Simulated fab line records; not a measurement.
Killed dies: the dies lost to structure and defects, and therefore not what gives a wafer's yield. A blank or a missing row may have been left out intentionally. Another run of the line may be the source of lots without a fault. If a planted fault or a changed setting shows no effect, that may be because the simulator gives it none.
Matching of chambers	flow n5_finfet	pecvd-01 running N5_BEOL_M0_SAQP_HM_DEP_111: 3 sister chambers
The step deposits SiO2 from SiH4/N2O, target thk 12 nm, time 7.2 s. 3 wafers are shown with their chamber, then 10 later ones without.

WAFERS PAIRED WITH THEIR CHAMBERS
wafer	chamber	showerhead_plenum_p_Torr (Torr)
L085.5	2	8.00
L088.1	1	8.22
L088.3	0	8.09

WAFERS WITHOUT THEIR CHAMBER
wafer	showerhead_plenum_p_Torr (Torr)
L088.4	8.21
L091.4	7.99
L091.5	8.08
L091.6	8.22
L092.1	8.23
L092.3	8.06
L092.4	7.99
L097.2	8.22
L097.3	8.01
L097.5	8.22

WHICH CHAMBER EACH WENT THROUGH
wafer	from the rows above	in truth
L088.4	1	1
L091.4	2	2
L091.5	0	0
L091.6	1	1
L092.1	1	1
L092.3	0	0
L092.4	2	2
L097.2	1	1
L097.3	2	2
L097.5	1	1
Placed correctly: 10 of 10. From these rows, 0 cannot be placed. Wrongly placed: 0.
How it was worked out, from the rows above alone: a wafer's distance from a chamber is the root of the sum, over the readings, of the square of ((its reading less the chamber's mean) divided by the reading's scatter). The wafer belongs to the nearest chamber; if the next one is less than 2 further off, it can't be placed. For every chamber, the mean is computed from those of its wafers that are shown. The scatter (one wafer shown for each chamber): square how far every hidden wafer sits from the nearest shown wafer, average those squares and take the square root.
